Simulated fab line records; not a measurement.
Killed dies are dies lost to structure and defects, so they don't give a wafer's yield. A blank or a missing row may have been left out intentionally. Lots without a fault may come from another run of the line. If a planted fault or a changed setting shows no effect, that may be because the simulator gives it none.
Chamber matching | flow n5 finfet | pecvd-04 running N5_BEOL_M7_ILD_DEP_00: 3 sister chambers
The step deposits SiCOH lowk from DEMS/porogen, target thk 179.75 nm, time 33.4 s. 3 wafers are shown with their chamber, then 9 later ones without.

## WAFERS, EACH WITH ITS CHAMBER
wafer  | chamber | throttle valve pct (%)
L554.2 | 0       | 17.4
L554.3 | 1       | 13.9
L554.5 | 2       | 12.8

## WAFERS WHOSE CHAMBER IS MISSING
wafer  | throttle valve pct (%)
L555.1 | 13.1
L555.5 | 17.3
L555.6 | 14.0
L562.1 | 14.0
L562.4 | 13.9
L562.5 | 17.3
L565.2 | 13.2
L565.3 | 14.3
L565.6 | 17.3

## WHICH CHAMBER EACH ONE RAN IN
wafer  | from the rows above     | in truth
L555.1 | 2                       | 2
L555.5 | 0                       | 0
L555.6 | 1                       | 1
L562.1 | 1                       | 1
L562.4 | 1                       | 1
L562.5 | 0                       | 0
L565.2 | can't be placed: 2 or 1 | 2
L565.3 | 1                       | 1
L565.6 | 0                       | 0
Placed correctly: 8 of 9. Cannot be placed on the basis of these rows: 1; the candidates contain the true chamber in 1. 0 placed wrongly.
How it was worked out, from the rows above alone: a wafer's distance from a chamber is the root of the sum, over the readings, of the square of ((its reading less the chamber's mean) divided by the reading's scatter). The wafer belongs to the nearest chamber; if the next one is less than 2 further off, it can't be placed. Each chamber's mean is taken over the wafers shown for it. The scatter: with one shown wafer a chamber, the root of the mean of the squares of how far each hidden wafer lies from its nearest shown one.
